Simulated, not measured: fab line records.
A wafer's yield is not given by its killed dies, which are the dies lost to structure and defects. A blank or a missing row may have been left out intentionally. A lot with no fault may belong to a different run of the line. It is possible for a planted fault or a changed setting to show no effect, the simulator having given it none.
fab line records	flow n5Finfet
[record] lots = 6	wafers = 16	lastDay = 17
route steps=1938 shown BEOL_M11@1580 PASSIVATION@1936
lots that met no fault: from a run of the same line without faults
startH: the number of hours between the record's first day and the start of the first shown wafer of the lot	waitH: hours since the lot's step before	" unchanged from the row above	L1.1+2: a single row standing in for several wafers	- either no value or no given start	* or withheld: withheld	< > ~ a bound
route shown NAME@n: a module of which the file shows steps, and the number in the route of the first	usual: mean and standard deviation over wafers with no fault	same: alike in all rows	chamber/n: place in a boat	sites: each site's reading	_std_site: standard deviation across them	_edge_site: outer sites' mean less inner sites'	radiusMm: for every site, how far away it sits from the centre of the wafer	mask NAME#n: copy n	behind: the most recent tool/chamber to have shaped the wafer	hold: cause of the lot's hold/its duration in hours/its outcome	device: names the non-switching transistor (n, p or np)	end of line: tests of these same wafers at the route's end	a step without rows: its recipe alone	killed: the dies lost at the first sort to structure and to defects; this is not the yield of the wafer	map: a wafer's dies, marking killed ones x, the rest . and places with no die _
set.NAME: the setting as run; set.NAME@STEP: as run at that earlier step	model.NAME: the simulator's own value behind a step, which no gauge read
lots at some steps of the route; a table a step, a row a wafer
services: from which hour (startH, from the record's first day; less than 0 if before it) a tool's chamber was out of use, for how many hours, and why
[[steps]]
[step N5_BEOL_M11_STRIP_77]
[recipe] chemistry = N2/H2	timeS = 10	powerW = 450	tempC = 40	pressureMtorr = 20	rfFrequencyHz = 6e+07	biasPowerW = 7	n2FlowSccm = 200	h2FlowSccm = 200
[usual] drypumpMotorCurrentA = 5.9/0.36	oesProductAu = 0.79/0.087	rfVppV = 59.0/0.95	showerheadPlenumPTorr = 2.51/0.12	throttleValvePct = 23.61/0.3
[same] timeS = 10
lot.wafer	tool	chamber	startH	waitH	drypumpMotorCurrentA	oesProductAu	rfHoursCounterH	rfVppV	showerheadPlenumPTorr	throttleValvePct
L322.1	rieDiel-06	0	-	-	6.3	0.84	69	58.6	2.57	23.62
L322.3	"	3	"	"	6.5	0.87	33	59.1	2.49	23.28
L322.4	"	2	"	"	5.6	0.75	172	58.2	2.65	23.84
L327.1	rieDiel-06	0	-	-	6.3	0.84	75	58.7	2.56	23.62
L327.3	"	3	"	"	6.4	0.87	38	58.1	2.49	23.30
L327.6	"	1	"	"	5.7	0.70	-	57.5	2.39	23.97
L329.2	rieDiel-02	0	-	-	5.2	0.74	179	60.9	2.51	23.39
L329.3	"	3	"	"	6.2	0.81	101	59.1	2.43	23.48
L328.2	rieDiel-02	1	-	-	6.0	0.68	229	59.5	2.37	23.52
L328.3	"	3	"	"	6.2	0.80	105	58.9	2.43	23.49
L333.1	rieDiel-06	0	-	-	6.3	0.83	93	58.8	2.56	23.63
L333.2	"	1	"	"	5.7	1.01	4	59.9	2.71	23.40
L333.5	"	3	"	"	6.5	0.86	-	58.1	2.48	23.33
L341.2	rieDiel-05	2	-	-	6.0	0.71	193	58.9	2.32	23.42
L341.3	"	1	"	"	5.5	0.98	4	59.5	2.71	23.79
L341.6	"	1	"	"	5.5	0.99	-	59.4	2.71	23.81
[step N5_BEOL_M11_OCD_MEAS_38]
[usual] trenchDepthNm = 149/4.1
lot.wafer	tool	chamber	startH	waitH	trenchDepthNm
L322.1	ocd-02	-	257.96	-	141
L322.3	"	-	"	"	152
L322.4	"	-	"	"	147
L327.1	ocd-02	-	269.42	-	141
L327.3	"	-	"	"	150
L327.6	"	-	"	"	147
L329.2	ocd-02	-	276.86	-	151
L329.3	"	-	"	"	155
L328.2	ocd-02	-	286.07	-	151
L328.3	"	-	"	"	153
L333.1	ocd-02	-	317.46	-	144
L333.2	"	-	"	"	153
L333.5	"	-	"	"	153
L341.2	ocd-02	-	365.64	-	146
L341.3	"	-	"	"	155
L341.6	"	-	"	"	154
[step N5_BEOL_M11_HM_STRIP_39]
[recipe] chemistry = peroxideTinStrip	material = TiN	targetDepthA = 250	tempC = 50	timeS = 158
[step N5_BEOL_M11_SRD_40]
[recipe] timeS = 30	tempC = 23	rinseLiquid = diw	dry = ipaMarangoni
[step N5_BEOL_M11_PRECLEAN_42]
[recipe] chemistry = residueRemover	timeS = 60	tempC = 40
[step N5_BEOL_M11_SRD_43]
[recipe] timeS = 30	tempC = 23	rinseLiquid = diw	dry = ipaMarangoni
[step N5_BEOL_M11_CD_MEAS_35]
[recipe] targetCdNm = 70	polarity = opening
[usual] cdNm = 70.4/0.88
lot.wafer	tool	chamber	startH	waitH	cdNm
L322.1	cdSem-01	-	258.12	0.0	71.6
L322.3	"	-	"	"	71.1
L322.4	"	-	"	"	71.1
L327.1	cdSem-01	-	269.57	0.0	69.5
L327.3	"	-	"	"	70.5
L327.6	"	-	"	"	71.3
L329.2	cdSem-01	-	277.02	0.0	71.0
L329.3	"	-	"	"	72.6
L328.2	cdSem-02	-	286.22	0.0	72.2
L328.3	"	-	"	"	69.4
L333.1	cdSem-01	-	317.61	0.0	69.4
L333.2	"	-	"	"	71.7
L333.5	"	-	"	"	70.5
L341.2	cdSem-02	-	365.79	0.0	69.8
L341.3	"	-	"	"	70.3
L341.6	"	-	"	"	69.5
[step N5_BEOL_M11_CURE_72]
[recipe] tempC = 370	timeS = 120	ambient = DMADMS/He	material = SiCOH_lowk
[step N5_BEOL_M11_DEGAS_44]
[recipe] ambient = vacuum	tempC = 250	timeS = 60
[usual] heaterPowerW = 328/36	susceptorTempC = 250.00/0.17
[same] timeS = 60
lot.wafer	tool	chamber	startH	waitH	heaterPowerW	susceptorTempC
L322.1	pvdSputter-02	-	258.54	0.3	320	250.01
L322.3	"	-	"	"	328	250.31
L322.4	"	-	"	"	284	249.96
L327.1	pvdSputter-02	-	271.15	1.5	314	249.74
L327.3	"	-	"	"	318	250.15
L327.6	"	-	"	"	322	249.92
L329.2	pvdSputter-01	-	277.59	0.4	364	249.95
L329.3	"	-	"	"	285	250.14
L328.2	pvdSputter-02	-	286.78	0.4	328	249.98
L328.3	"	-	"	"	343	250.21
L333.1	pvdSputter-03	-	318.89	1.2	344	250.23
L333.2	"	-	"	"	340	250.04
L333.5	"	-	"	"	374	249.93
L341.2	pvdSputter-01	-	366.23	0.3	287	250.14
L341.3	"	-	"	"	287	249.69
L341.6	"	-	"	"	275	250.30
[step N5_BEOL_M11_PRE_CLEAN_45]
[recipe] gas = H2/He	timeS = 30	tempC = 250
[step N5_BEOL_M11_ALD_74]
[recipe] material = TaN	targetThkA = 20	tempC = 275	aldPrecursorFamily = PDMAT	aldCoReactant = NH3	pressureTorr = 3	carrierFlowSccm = 1500	pulseTimeS = 2	purgeTimeS = 3	coReactantPurgeTimeS = 2	coReactantPulseTimeS = 3	aldCycles = 40	precursorVesselTempC = 75	precursorVesselPressureTorr = 26.25	precursorVesselCarrierSccm = 1000
[usual] chamberPressureTorr = 3.000/0.0056	heaterPowerOuterW = 219/33	heaterPowerW = 408/53	susceptorTempC = 275.05/0.17
[same] aldCycles = 40	pulseTimeS = 2	purgeTimeS = 3
lot.wafer	tool	chamber	startH	waitH	chamberPressureTorr	heaterPowerOuterW	heaterPowerW	susceptorTempC
L322.1	aldMetal-03	2	258.65	0.1	3.001	202	400	275.14
L322.3	"	0	"	"	2.998	238	398	275.06
L322.4	"	3	"	"	2.995	274	508	274.96
L327.1	aldMetal-01	3	271.25	0.0	2.998	198	377	274.98
L327.3	"	1	"	"	3.000	206	341	275.10
L327.6	"	1	"	"	3.008	207	349	275.18
L329.2	aldMetal-01	1	277.69	0.0	3.004	202	347	275.25
L329.3	"	0	"	"	3.005	282	475	274.78
L328.2	aldMetal-01	0	287.03	0.2	3.007	282	483	275.36
L328.3	"	2	"	"	3.006	216	424	275.28
L333.1	aldMetal-02	0	318.99	0.0	3.000	231	412	274.85
L333.2	"	1	"	"	2.995	172	371	275.05
L333.5	"	3	"	"	3.003	263	507	274.93
L341.2	aldMetal-01	2	366.33	0.0	3.001	219	432	275.31
L341.3	"	0	"	"	2.992	279	477	274.84
L341.6	"	1	"	"	2.989	201	341	274.91
[step N5_BEOL_M11_SURFACE_TREAT_76]
[recipe] gas = Ar	timeS = *	ionEnergyEv = *	ionCurrentMaCm2 = 0.5	pressureMtorr = *	arFlowSccm = 30
[usual] pressureMtorr = *	throttleValvePct = *
[same] timeS = *
lot.wafer	tool	chamber	startH	waitH	pressureMtorr	throttleValvePct
L322.1	pvdSputter-02	-	258.96	0.2	*	*
L322.3	"	-	"	"	*	*
L322.4	"	-	"	"	*	*
L327.1	pvdSputter-03	-	271.59	0.2	*	*
L327.3	"	-	"	"	*	*
L327.6	"	-	"	"	*	*
L329.2	pvdSputter-01	-	277.99	0.2	*	*
L329.3	"	-	"	"	*	*
L328.2	pvdSputter-03	-	287.50	0.3	*	*
L328.3	"	-	"	"	*	*
L333.1	pvdSputter-03	-	319.35	0.2	*	*
L333.2	"	-	"	"	*	*
L333.5	"	-	"	"	*	*
L341.2	pvdSputter-02	-	366.63	0.2	*	*
L341.3	"	-	"	"	*	*
L341.6	"	-	"	"	*	*
[step N5_BEOL_M11_CVD_75]
[recipe] material = Co	targetThkA = 20	tempC = withheld	precursor = CCTBA/H2	pressureTorr = 30	timeS = 138.9
[usual] chamberPressureTorr = 30.01/0.064	runLengthS = 161.8/0.46
lot.wafer	tool	chamber	startH	waitH	chamberPressureTorr	runLengthS
L322.1	cvdCo-01	1	259.02	0.0	30.03	161.7
L322.3	"	2	"	"	30.03	163.1
L322.4	"	0	"	"	29.99	161.4
L327.1	cvdCo-01	2	271.74	0.1	29.91	162.4
L327.3	"	1	"	"	30.10	161.3
L327.6	"	2	"	"	29.94	162.4
L329.2	cvdCo-01	2	278.07	0.1	29.98	162.4
L329.3	"	1	"	"	30.07	164.2
L328.2	cvdCo-01	1	287.56	0.0	30.07	161.5
L328.3	"	2	"	"	30.01	164.6
L333.1	cvdCo-02	2	319.41	0.0	30.01	161.7
L333.2	"	1	"	"	29.95	161.7
L333.5	"	0	"	"	30.09	161.9
L341.2	cvdCo-01	0	366.69	0.0	29.99	161.6
L341.3	"	1	"	"	29.96	161.2
L341.6	"	2	"	"	29.99	162.7
[step N5_BEOL_M11_SPUTTER_48]
[recipe] material = Cu	targetThkA = 120	tempC = -20	biasV = 60	powerW = 26000	chamberPressurePa = 0.13	timeS = 2
[usual] susceptorTempC = -20.01/0.1	throttleValvePct = 30.4/0.76
[same] timeS = 2
lot.wafer	tool	chamber	startH	waitH	susceptorTempC	throttleValvePct
L322.1	pvdSputter-03	-	259.15	0.1	-20.17	30.3
L322.3	"	-	"	"	-20.04	29.5
L322.4	"	-	"	"	-20.14	30.5
L327.1	pvdSputter-01	-	271.85	0.1	-20.09	29.7
L327.3	"	-	"	"	-20.03	30.4
L327.6	"	-	"	"	-20.01	30.5
L329.2	pvdSputter-03	-	278.29	0.2	-20.20	29.4
L329.3	"	-	"	"	-19.91	30.8
L328.2	pvdSputter-03	-	287.70	0.1	-20.02	30.5
L328.3	"	-	"	"	-19.97	30.4
L333.1	pvdSputter-01	-	319.53	0.1	-20.04	30.7
L333.2	"	-	"	"	-20.00	29.6
L333.5	"	-	"	"	-20.12	30.8
L341.2	pvdSputter-02	-	366.83	0.1	-20.07	32.7
L341.3	"	-	"	"	-20.01	29.1
L341.6	"	-	"	"	-20.10	30.9
[step N5_PASSIVATION_PROBE_49]
[usual] defectLimitedYield = 91.1/1.4	killed_at_M0_to_M3 = 36/9.9	killed_at_M4_up = 13/5.8	killedAtContacts = 14/5.9	killedAtFrontEnd = 39/11	killedAtOther = 3.4/2.9	killedDies = 105/17	killedOnRim = 15/3.9	killedOpen = 70/13	killedShort = 34/7.3	sort_bin_5_function = 5.3/1	sort_bin_6_memory = 3.3/0.62	sort_bin_8_speed = 0.01/0.057	sortNPass = 1075/17	sortYieldPct = 91.1/1.4
[same] grossDies = 1180	killedAtBackSide = 0	sort_bin_4_leakage[%] = 0
lot.wafer	tool	chamber	startH	waitH	defectLimitedYield[%]	killed_at_M0_to_M3	killed_at_M4_up	killedAtContacts	killedAtFrontEnd	killedAtOther	killedDies	killedOnRim	killedOpen	killedShort	sort_bin_5_function[%]	sort_bin_6_memory[%]	sort_bin_8_speed[%]	sortNPass	sortYieldPct[%]
L329.2	prober-01	-	322.70	0.1	91.9	34	10	13	32	6	95	11	55	40	4.3	3.6	0	1085	91.9
L329.3	prober-01	-	322.75	0.1	92.4	13	8	17	51	1	90	13	54	36	4.7	2.5	0	1090	92.4
L328.2	prober-02	-	327.89	0.1	91.9	47	6	10	30	2	95	10	61	34	4.7	3.1	0	1085	91.9
L328.3	prober-02	-	327.94	0.1	91.7	45	9	9	33	2	98	12	63	35	4.2	3.8	0	1082	91.7
L341.2	prober-01	-	411.06	0.1	91.5	33	24	15	26	2	100	10	68	31	4.9	3.5	0	1080	91.5
L341.3	prober-01	-	411.11	0.1	91.0	24	24	10	47	1	106	18	72	32	5.7	3.1	0	1074	91.0
L341.6	prober-01	-	411.26	0.3	92.5	19	12	15	39	4	89	14	56	33	4.1	3.1	0	1091	92.5
// killed by level:class
L329.2 MOL_CONTACT_COAG:geometricParticle:open=10 BEOL_M0_SAQP:geometricParticle:open=8 BEOL_M0_SAQP:geometricParticle:short=7 STI_FIN_REVEAL:geometricParticle:open=6 GATE_CUT:geometricParticle:short=6 BEOL_M1:geometricParticle:short=6 BEOL_M2:geometricParticle:open=5 GATE_CUT:geometricParticle:open=4
L329.3 MOL_CONTACT_COAG:geometricParticle:open=13 FIN_SAQP:geometricParticle:short=11 FIN_SAQP:geometricParticle:open=10 STI_FIN_REVEAL:geometricParticle:open=5 BEOL_M1:geometricParticle:short=5 GATE_CUT:geometricParticle:short=5 DUMMY_GATE:geometricParticle:open=4 BEOL_M3:geometricParticle:open=4
L328.2 BEOL_M0_SAQP:geometricParticle:open=13 BEOL_M0_SAQP:geometricParticle:short=12 BEOL_M3:geometricParticle:open=9 STI_FIN_REVEAL:geometricParticle:open=8 MOL_CONTACT_COAG:geometricParticle:open=7 FIN_SAQP:geometricParticle:short=4 ILD0:geometricParticle:open=4 BEOL_M1:geometricParticle:open=4
L328.3 BEOL_M2:geometricParticle:open=10 FIN_SAQP:geometricParticle:short=9 BEOL_M1:geometricParticle:open=9 BEOL_M0_SAQP:geometricParticle:short=8 MOL_CONTACT_COAG:geometricParticle:open=8 BEOL_M0_SAQP:geometricParticle:open=8 STI_FIN_REVEAL:geometricParticle:open=6 BEOL_M2:geometricParticle:short=5
L341.2 MOL_CONTACT_COAG:geometricParticle:open=12 BEOL_M3:geometricParticle:open=10 BEOL_M4:geometricParticle:open=10 STI_FIN_REVEAL:geometricParticle:open=6 DUMMY_GATE:geometricParticle:open=6 FIN_SAQP:geometricParticle:short=5 BEOL_M0_SAQP:geometricParticle:open=5 BEOL_M0_SAQP:geometricParticle:short=5
L341.3 FIN_SAQP:geometricParticle:short=11 STI_FIN_REVEAL:geometricParticle:open=11 BEOL_M4:geometricParticle:open=11 DUMMY_GATE:geometricParticle:open=10 MOL_CONTACT_COAG:geometricParticle:open=9 BEOL_M2:geometricParticle:open=7 BEOL_M3:geometricParticle:open=7 BEOL_M0_SAQP:geometricParticle:short=4
L341.6 STI_FIN_REVEAL:geometricParticle:open=12 MOL_CONTACT_COAG:geometricParticle:open=9 BEOL_M2:geometricParticle:open=7 MOL_CONTACT_COAG:geometricParticle:short=6 FIN_SAQP:geometricParticle:short=5 DUMMY_GATE:geometricParticle:open=5 BEOL_M4:geometricParticle:open=5 FIN_SAQP:geometricParticle:open=4
[[services]]
tool	chamber	startH	hours	kind
rieDiel-02	-	257.21	15.6	pm
rieDiel-05	0	261.54	19.9	repair
rieDiel-06	2	264.89	6.7	repair
cvdCo-01	-	265.04	2.8	pm
rieDiel-02	0	278.05	4.4	repair
aldMetal-03	0	286.75	26.8	repair
rieDiel-06	1	287.76	-	clean
rieDiel-06	1	287.76	-	consumableReplace:focusRing
rieDiel-06	1	287.76	-	consumableReplace:showerhead
rieDiel-06	1	287.76	16.5	scheduledDown
rieDiel-06	1	287.76	16.5	ventCycle
rieDiel-05	-	298.29	4.3	pm
rieDiel-06	2	307.35	1.8	repair
rieDiel-06	2	309.34	9.4	repair
aldMetal-01	-	318.51	9.4	repair
aldMetal-03	0	320.35	28.1	repair
cvdCo-01	1	333.33	-	clean
cvdCo-01	1	333.33	22.0	scheduledDown
cvdCo-01	1	333.33	22.0	ventCycle
aldMetal-02	-	337.25	14.0	pm
rieDiel-02	3	348.17	1.7	repair
rieDiel-06	3	351.73	3.7	repair
cvdCo-02	-	364.98	6.0	pm
rieDiel-05	0	365.05	20.0	repair
[[key]]
[firstSign] step = N5_BEOL_M11_CVD_75	reading = runLengthS	direction = up	sigmas = 5.6	usual = *	struck = *
effect none on later readings
metAt N5_BEOL_M11_CVD_75
struckWafers L328.3,L329.3
onsetBetween 271.74 278.07
[fault] kind = processParameterDrift	tool = cvdCo-01	chamber = -	onsetH = 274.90	steps = N5_BEOL_M11_CVD_75	channel = timeS	offset = *	shape = step	endH = 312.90	scope = struckWafersOnly	actsIn = *	stated = *
